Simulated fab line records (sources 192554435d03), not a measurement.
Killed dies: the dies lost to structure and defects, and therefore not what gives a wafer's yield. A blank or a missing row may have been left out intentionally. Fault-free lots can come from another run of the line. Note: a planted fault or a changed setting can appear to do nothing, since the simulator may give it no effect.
Which tool did it? + flow n5Finfet + 11 lots, 33 wafers sampled, at 4 steps of a route of 1938

== WHAT EACH GAUGE READ, for each wafer ==
The record holds no reading of a measuring or inspecting step that can be judged against a usual standard deviation.

== WHICH TOOL RAN EACH LOT (tool, then ch and the chambers of the sampled wafers, then the start) ==
| lot  | N5_BEOL_M9_STRIP_80                          | N5_BEOL_M9_CURE_72           | N5_BEOL_M9_ANNEAL_51            | N5_BEOL_M10_COAT_59              |
|------|----------------------------------------------|------------------------------|---------------------------------|----------------------------------|
| L756 | rieDiel-04 ch 0,1,2, day 9 22:42 or earlier  | uvCure-02 ch 1, day 9 22:42  | rtpAnneal-01 ch 0, day 10 01:27 | lithoTrack-01 ch 0, day 10 05:35 |
| L758 | rieDiel-02 ch 0,2, day 10 14:23 or earlier   | uvCure-01 ch 0, day 10 14:23 | rtpAnneal-02 ch 0, day 10 16:58 | lithoTrack-02 ch 0, day 10 19:22 |
| L760 | rieDiel-04 ch 1,3, day 11 10:34 or earlier   | uvCure-02 ch 1, day 11 10:34 | rtpAnneal-01 ch 0, day 11 11:47 | lithoTrack-01 ch 0, day 11 14:10 |
| L762 | rieDiel-05 ch 0,1,3, day 12 20:41 or earlier | uvCure-03 ch 0, day 12 20:41 | rtpAnneal-01 ch 0, day 12 22:07 | lithoTrack-03 ch 0, day 13 01:02 |
| L764 | rieDiel-04 ch 0,1, day 13 09:10 or earlier   | uvCure-02 ch 0, day 13 09:10 | rtpAnneal-01 ch 0, day 13 11:52 | lithoTrack-01 ch 0, day 13 14:52 |
| L768 | rieDiel-02 ch 2,3, day 14 02:16 or earlier   | uvCure-01 ch 1, day 14 02:16 | rtpAnneal-01 ch 0, day 14 05:25 | lithoTrack-03 ch 0, day 14 08:19 |
| L774 | rieDiel-05 ch 0,1,2, day 15 08:23 or earlier | uvCure-03 ch 1, day 15 08:23 | rtpAnneal-01 ch 0, day 15 10:47 | lithoTrack-03 ch 0, day 15 12:38 |
| L775 | rieDiel-05 ch 0,2, day 15 10:28 or earlier   | uvCure-01 ch 1, day 15 10:28 | rtpAnneal-02 ch 0, day 15 12:37 | lithoTrack-03 ch 0, day 15 14:53 |
| L778 | rieDiel-05 ch 0,3, day 15 13:47 or earlier   | uvCure-01 ch 0, day 15 13:47 | rtpAnneal-02 ch 0, day 15 16:29 | lithoTrack-02 ch 0, day 15 19:26 |
| L776 | rieDiel-02 ch 0,3, day 15 18:55 or earlier   | uvCure-03 ch 2, day 15 18:55 | rtpAnneal-02 ch 0, day 15 20:46 | lithoTrack-02 ch 0, day 15 23:07 |
| L777 | rieDiel-05 ch 2,3, day 15 19:03 or earlier   | uvCure-01 ch 0, day 15 19:03 | rtpAnneal-01 ch 0, day 15 21:01 | lithoTrack-03 ch 0, day 15 22:59 |
- N5_BEOL_M9_STRIP_80: strips in N2/H2, time 10 s.
- N5_BEOL_M9_CURE_72: cures SiCOH lowk, time 120 s.
- N5_BEOL_M9_ANNEAL_51: time 90 s.
- N5_BEOL_M10_COAT_59: time 60 s, resist thk 100 nm.

== AS READ BY THE TOOLS THEMSELVES (means over the sampled wafers that have a number; for cases with no such wafer, the mark the record gives instead) ==
N5_BEOL_M9_STRIP_80.
| lot  | tool       | drypumpMotorCurrentA (A) | oesProductAu (a.u.) | rfVppV (V) | showerheadPlenumPTorr (Torr) | throttleValvePct (%) |
|------|------------|--------------------------|---------------------|------------|------------------------------|----------------------|
| L756 | rieDiel-04 | 6.1                      | 0.74                | 59.3       | 2.52                         | 23.69                |
| L758 | rieDiel-02 | 5.7                      | 0.73                | 59.3       | 2.54                         | 23.66                |
| L760 | rieDiel-04 | 6.3                      | 0.82                | 59.2       | 2.51                         | 23.86                |
| L762 | rieDiel-05 | 5.9                      | 0.68                | 58.6       | 2.50                         | 23.90                |
| L764 | rieDiel-04 | 6.4                      | 0.72                | 59.1       | 2.45                         | 23.87                |
| L768 | rieDiel-02 | 5.1                      | 0.71                | 59.6       | 2.52                         | 23.75                |
| L774 | rieDiel-05 | 5.9                      | 0.84                | 59.1       | 2.49                         | 23.61                |
| L775 | rieDiel-05 | 5.4                      | 0.95                | 59.1       | 2.49                         | 23.47                |
| L778 | rieDiel-05 | 5.5                      | 0.78                | 58.7       | 2.50                         | 23.87                |
| L776 | rieDiel-02 | 5.2                      | 0.78                | 59.0       | 2.50                         | 23.94                |
| L777 | rieDiel-05 | 5.6                      | 0.74                | 58.6       | 2.49                         | 23.91                |

N5_BEOL_M9_CURE_72.
| lot  | tool      | lampPowerPct (%) | wafer_temp_C_max |
|------|-----------|------------------|------------------|
| L756 | uvCure-02 | 52.38            | 372.0            |
| L758 | uvCure-01 | 52.25            | 371.6            |
| L760 | uvCure-02 | 52.31            | 372.1            |
| L762 | uvCure-03 | 52.28            | 372.7            |
| L764 | uvCure-02 | 52.34            | 371.4            |
| L768 | uvCure-01 | 52.33            | 370.9            |
| L774 | uvCure-03 | 52.37            | 372.8            |
| L775 | uvCure-01 | 52.30            | 371.3            |
| L778 | uvCure-01 | 52.28            | 371.4            |
| L776 | uvCure-03 | 52.30            | 371.5            |
| L777 | uvCure-01 | 52.35            | 371.3            |

N5_BEOL_M9_ANNEAL_51.
| lot  | tool         | wafer_temp_C_max |
|------|--------------|------------------|
| L756 | rtpAnneal-01 | 225.87           |
| L758 | rtpAnneal-02 | 226.39           |
| L760 | rtpAnneal-01 | 225.70           |
| L762 | rtpAnneal-01 | 225.91           |
| L764 | rtpAnneal-01 | 225.86           |
| L768 | rtpAnneal-01 | 225.83           |
| L774 | rtpAnneal-01 | 225.99           |
| L775 | rtpAnneal-02 | 226.03           |
| L778 | rtpAnneal-02 | 226.14           |
| L776 | rtpAnneal-02 | 225.96           |
| L777 | rtpAnneal-01 | 226.02           |

N5_BEOL_M10_COAT_59.
| lot  | tool          | chillPlateTempC (C) | resistLineTempC (C) | spinSpeedRpm (rpm) |
|------|---------------|---------------------|---------------------|--------------------|
| L756 | lithoTrack-01 | 22.94               | 23.01               | 1499.8             |
| L758 | lithoTrack-02 | 22.88               | 23.03               | 1499.4             |
| L760 | lithoTrack-01 | 23.05               | 22.92               | 1499.1             |
| L762 | lithoTrack-03 | 22.97               | 22.81               | 1499.2             |
| L764 | lithoTrack-01 | 23.07               | 22.89               | 1500.8             |
| L768 | lithoTrack-03 | 22.93               | 22.93               | 1499.3             |
| L774 | lithoTrack-03 | 23.14               | 23.03               | 1500.3             |
| L775 | lithoTrack-03 | 23.02               | 22.90               | 1644.4             |
| L778 | lithoTrack-02 | 22.95               | 22.89               | 1500.3             |
| L776 | lithoTrack-02 | 23.02               | 23.09               | 1500.9             |
| L777 | lithoTrack-03 | 23.04               | 23.09               | 1645.0             |

== THE ANSWER, worked out from the rows above alone ==
Rule: usual is defined by the lots themselves. Put in order of their means at a reading, lots are off if they are a third of the lots or fewer, leave a main group of 4 or more, and stand apart from it by a gap of 3 or more times the standard deviation of the main group's means; of several such gaps the widest counts. The tables above print the reading to a certain number of digits; a main group whose means all agree to those digits is not used. Also off: a lot with no number at a reading for which 4 or more lots have one. The other lots that the step has rows for count as sound. Order of review: gauges by route order, followed by the tools' own readings, for which a lot's mean as printed above is used. The first step at which some lot is off is used, and at that step the reading that is off furthest; a lot without a number counts as furthest.
Off: L775, L777, at N5_BEOL_M10_COAT_59 (spinSpeedRpm). For the main group the mean is 1499.9 rpm and the standard deviation 0.66.
A tool fits if, at that step or a process step before it, it ran every lot that is off, and no sound lot after the first of them. N5_BEOL_M9_STRIP_80: start missing for some lots; hours and lot order therefore follow N5_BEOL_M9_CURE_72. One candidate fits, namely lithoTrack-03 at N5_BEOL_M10_COAT_59. Its last sound lot is L774 (day 15 12:38), its first lot that is off L775 (day 15 14:53): a fault that began between those two fits.
The tool's own readings at N5_BEOL_M10_COAT_59 bear it out: on the lots that are off they differ by more than 5 times the standard deviation of the sound lots' means. spinSpeedRpm reads 1644.7 rpm there against 1499.9 rpm on the sound lots.

== WHAT THE SIMULATOR HAD PUT IN ==
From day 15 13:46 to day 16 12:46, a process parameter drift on lithoTrack-03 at N5_BEOL_M10_COAT_59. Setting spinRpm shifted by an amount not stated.
Lots struck among those shown: L775, L777. The rule above reached the same finding.
